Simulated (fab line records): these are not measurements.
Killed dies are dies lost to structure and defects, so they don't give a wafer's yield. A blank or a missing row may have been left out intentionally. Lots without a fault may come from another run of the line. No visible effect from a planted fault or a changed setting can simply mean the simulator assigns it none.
Which tool is to blame? ; flow n5 finfet ; 33 wafers from 11 lots sampled at 2 of the route's 1938 steps

## WHAT THE GAUGES READ, wafer by wafer
N5_HKMG_FIN_THK_MEAS_70: measures by xrf.
lot;measured;on;HK_THK (nm)
L075;day 4 12:07;film metro-02;1.618 1.582 1.631
L077;day 4 22:04;film metro-02;1.632 1.568 1.567
L079;day 5 07:52;film metro-02;1.549 1.599 1.565
L081;day 5 21:20;film metro-01;1.580 1.587 1.565
L083;day 6 16:49;film metro-01;1.581 1.577 1.584
L085;day 7 03:19;film metro-01;1.602 1.586 1.604
L087;day 7 10:30;film metro-02;1.580 1.608 1.554
L089;day 8 00:47;film metro-02;1.568 1.541 1.614
L092;day 8 16:47;film metro-02;1.577 1.553 1.620
L094;day 9 01:50;film metro-01;1.595 1.579 1.606
L096;day 9 15:23;film metro-01;1.594 1.573 1.581

## WHAT TOOL EACH LOT RAN ON (gives the tool, then ch and the chambers of the sampled wafers, and finally the start)
lot;N5_HKMG_FIN_ALD_36
L075;ald metal-04 ch 0,1,2, day 4 11:50
L077;ald metal-01 ch 0,2,3, day 4 21:47
L079;ald metal-03 ch 1,2,3, day 5 07:35
L081;ald metal-04 ch 0,2,3, day 5 21:04
L083;ald metal-04 ch 0,1, day 6 16:32
L085;ald metal-03 ch 0,3, day 7 03:02
L087;ald metal-03 ch 1,2, day 7 10:13
L089;ald metal-01 ch 0,1,3, day 8 00:30
L092;ald metal-01 ch 0,3, day 8 16:31
L094;ald metal-01 ch 0,2,3, day 9 01:34
L096;ald metal-03 ch 0,3, day 9 15:07
- N5_HKMG_FIN_ALD_36: deposits TiN, target thk 1 nm, pulse time 1 s, purge time 3 s.

## THE ANSWER, worked out from the rows above alone
Rule: the lots themselves supply what counts as usual. Put in order of their means at a reading, lots are off if they are a third of the lots or fewer, leave a main group of 4 or more, and stand apart from it by a gap of 3 or more times the standard deviation of the main group's means; of several such gaps the widest counts. If all means in a main group match to the digits the tables above print for the reading, that group is not used. Also off: a lot with no number at a reading for which 4 or more lots have one. Any other lot the step has rows for is counted as sound.
None of the lots is off at any reading shown; this tells nothing.

## WHAT THE SIMULATOR HAD INSERTED
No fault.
